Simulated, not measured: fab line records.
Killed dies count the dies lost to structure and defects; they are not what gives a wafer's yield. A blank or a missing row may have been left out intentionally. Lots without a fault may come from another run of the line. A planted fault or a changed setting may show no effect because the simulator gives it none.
Chamber matching	flow nand_harc	4 sister chambers for NHARC_A_STAIRCASE_DESCUM_312 on rie_diel-03
The step chemistry O2, time 3 s. 8 wafers are shown with their chamber, then 8 later ones without.

WAFERS PAIRED WITH THEIR CHAMBERS
wafer	chamber	showerhead_plenum_p_Torr (Torr)	drypump_motor_current_A (A)
L075.5	1	1.86	6.4
L084.1	0	1.84	6.1
L084.2	3	1.99	6.2
L084.6	2	1.78	5.9
L082.1	1	1.85	6.3
L082.3	0	1.84	6.1
L082.4	3	1.99	6.2
L086.1	2	1.77	5.9

WAFERS WHOSE CHAMBER IS MISSING
wafer	showerhead_plenum_p_Torr (Torr)	drypump_motor_current_A (A)
L086.2	1.85	6.4
L086.4	1.84	6.1
L089.2	1.85	6.4
L089.4	1.98	6.2
L089.6	1.98	6.1
L097.2	2.08	5.9
L097.4	1.83	6.1
L097.5	2.08	5.9

WHICH CHAMBER EACH WENT THROUGH
wafer	from the rows above	in truth
L086.2	1	1
L086.4	0	0
L089.2	1	1
L089.4	3	3
L089.6	3	3
L097.2	3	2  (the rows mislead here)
L097.4	0	0
L097.5	3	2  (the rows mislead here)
Correct placement for 6 of the 8. Left unplaced by these rows: 0. Placed wrongly: 2.
How it was worked out, from the rows above alone: a wafer's distance from a chamber is the root of the sum, over the readings, of the square of ((its reading less the chamber's mean) divided by the reading's scatter). The wafer belongs to the nearest chamber; if the next one is less than 2 further off, it can't be placed. For every chamber, the mean is computed from those of its wafers that are shown. The scatter: the root of (the sum of the squares of (reading less its chamber's mean) over the shown wafers, divided by (wafers less chambers)).
